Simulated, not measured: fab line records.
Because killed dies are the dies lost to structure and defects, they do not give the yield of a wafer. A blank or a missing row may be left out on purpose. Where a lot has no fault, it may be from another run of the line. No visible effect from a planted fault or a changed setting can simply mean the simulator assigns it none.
Matching of chambers | flow nand harc | NHARC_A_CONTACT_DEP_29 on pecvd-02: 3 sister chambers
The step deposits SiON, target thk 70 nm. 6 wafers are shown with their chamber, then 9 later ones without.

WAFERS PAIRED WITH THEIR CHAMBERS
wafer  | chamber | heater power w (W) | heater power outer w (W)
L082.4 | 0       | 721                | 429
L086.2 | 1       | 811                | 501
L086.4 | 1       | 824                | 495
L088.1 | 2       | 789                | 498
L088.4 | 2       | 814                | 481
L088.5 | 0       | 711                | 427

WAFERS WITHOUT THEIR CHAMBER
wafer  | heater power w (W) | heater power outer w (W)
L091.1 | 785                | 479
L091.2 | 687                | 416
L091.5 | 773                | 466
L092.1 | 848                | 532
L092.3 | 665                | 392
L092.5 | 775                | 474
L094.1 | 690                | 433
L094.5 | 866                | 539
L094.6 | 716                | 429

EACH ONE'S CHAMBER
wafer  | from the rows above     | in truth
L091.1 | can't be placed: 2 or 1 | 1
L091.2 | 0                       | 0
L091.5 | can't be placed: 2 or 1 | 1
L092.1 | can't be placed: 1 or 2 | 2
L092.3 | 0                       | 0
L092.5 | can't be placed: 2 or 1 | 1
L094.1 | 0                       | 0
L094.5 | can't be placed: 1 or 2 | 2
L094.6 | 0                       | 0
4 of 9 placed correctly. From these rows, 5 cannot be placed; in 5 the true chamber is one of the candidates. Placed wrongly: 0.
How it was worked out, from the rows above alone: a wafer's distance from a chamber is the root of the sum, over the readings, of the square of ((its reading less the chamber's mean) divided by the reading's scatter). The wafer belongs to the nearest chamber; if the next one is less than 2 further off, it can't be placed. Each chamber's mean is taken over the wafers shown for it. The scatter is the square root of a quotient: the sum, over the shown wafers, of each reading's squared deviation from its chamber's mean, divided by wafers minus chambers.
